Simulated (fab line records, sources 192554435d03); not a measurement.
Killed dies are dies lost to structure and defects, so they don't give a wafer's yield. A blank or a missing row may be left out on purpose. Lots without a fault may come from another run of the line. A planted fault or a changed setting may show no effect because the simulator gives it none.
Split-lot experiment | flow n5_finfet | 7 lots, 21 wafers read, on a route of 1938 steps

THE SPLIT
At N5_BEOL_M14_EXPOSE_07 (exposes mask V13), the setting dose_mj was moved away from the recipe's 57 on 11 of the 21 wafers read, by -3.8% to +7.5%. The other wafers ran this setting at the recipe's value.

FROM THE SPLIT TO THE READING: what the file shows between them, 6 steps
- N5_BEOL_M14_PEB_08: peb time 90 s
- N5_BEOL_M14_DEVELOP_09: develop time 45 s
- N5_BEOL_M14_HARDBAKE_14: time 120 s
- N5_BEOL_M14_CD_MEAS_10: target cd 250 nm
- N5_BEOL_M14_STRIP_71: strips in post etch residue remover, time 60 s
- N5_BEOL_M14_SRD_72: time 30 s, dry time 30 s

THE READING
cd_nm, in nm, at N5_BEOL_M14_CD_MEAS_17 (target cd 250 nm). Fault-free wafers of this fab line usually give 251.9 nm, standard deviation 2.2 nm.

wafer  | tool, chamber at the split | dose_mj as run | against the recipe | cd_nm, nm | against lot-mates on the recipe
L074.2 | krf_scanner-01, 0          | 57             | recipe             | 249.3     | -
L074.3 | krf_scanner-01, 0          | 55.19          | -3.2%              | 246.1     | -3.2
L074.4 | krf_scanner-01, 0          | 55.19          | -3.2%              | 246.6     | -2.7
L078.2 | krf_scanner-01, 0          | 54.99          | -3.5%              | 243.3     | -8.6
L078.3 | krf_scanner-01, 0          | 54.99          | -3.5%              | 242.0     | -9.9
L078.5 | krf_scanner-01, 0          | 57             | recipe             | 251.9     | -
L081.1 | krf_scanner-02, 0          | 61.26          | +7.5%              | 264.0     | +14.2
L081.3 | krf_scanner-02, 0          | 57             | recipe             | 249.8     | -
L081.4 | krf_scanner-02, 0          | 61.26          | +7.5%              | 264.7     | +14.9
L084.1 | krf_scanner-01, 0          | 57             | recipe             | 250.8     | -
L084.2 | krf_scanner-01, 0          | 57             | recipe             | 253.5     | -
L084.6 | krf_scanner-01, 0          | 60.91          | +6.9%              | 263.7     | +11.5
L089.2 | krf_scanner-01, 0          | 54.82          | -3.8%              | 241.6     | -8.0
L089.4 | krf_scanner-01, 0          | 54.82          | -3.8%              | 245.0     | -4.6
L089.6 | krf_scanner-01, 0          | 57             | recipe             | 249.6     | -
L091.2 | krf_scanner-02, 0          | 58.26          | +2.2%              | 254.7     | +3.7
L091.3 | krf_scanner-02, 0          | 57             | recipe             | 251.0     | -
L091.5 | krf_scanner-02, 0          | 58.26          | +2.2%              | 254.9     | +3.9
L097.1 | krf_scanner-01, 0          | 57             | recipe             | 249.1     | -
L097.4 | krf_scanner-01, 0          | 57             | recipe             | 253.5     | -
L097.5 | krf_scanner-01, 0          | 57             | recipe             | 247.0     | -

THE FIT
A straight line over all 21 wafers: cd_nm changes by +1.87 nm for each +1% of dose_mj; r = +0.97; the points scatter about the line by 1.7 nm.
The same after taking each lot's own level away (the mean of its wafers on the recipe; 21 wafers): +1.83 nm for each +1%; r = +0.96; scatter 1.9 nm.
On that fit, the largest move of dose_mj shifts the reading by 14 nm.
The lots' own levels span 249.30 to 252.15 nm, that is 1.3 times the standard deviation above.
So the lot-to-lot level changes the slope little: the two slopes agree.
Check: with one of the wafers moved furthest among these (+7.5%) left out of the fit, the line predicts +13.6 nm for it against its lot-mates. It came out at +14.2 nm against them.

OTHER SPLITS ON THESE WAFERS
These wafers also went through other splits before the reading. Each is held against what the fit with the lots' levels taken away leaves over:
other split on the same wafers | wafers away from the commonest value | r with cd_nm (lot level and that fit taken away)
N5_BEOL_M13_EXPOSE_25 dose_mj  | 8                                    | +0.08
N5_BEOL_M13_DEP_53 time_s      | 10                                   | +0.24

THE WHOLE CHAIN: every reading that the file lists as answering this split, in the file's order
step                   | what it does     | reading | change (the file's fit)              | r (the file's)
N5_BEOL_M14_CD_MEAS_10 | target cd 250 nm | cd_nm   | +1.63 nm for each +1% of the setting | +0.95
N5_BEOL_M14_CD_MEAS_17 | target cd 250 nm | cd_nm   | +1.82 nm for each +1% of the setting | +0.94

THE FILE'S OWN FIT
cd_nm changes by +1.82 nm for each +1% of dose_mj, r = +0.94.
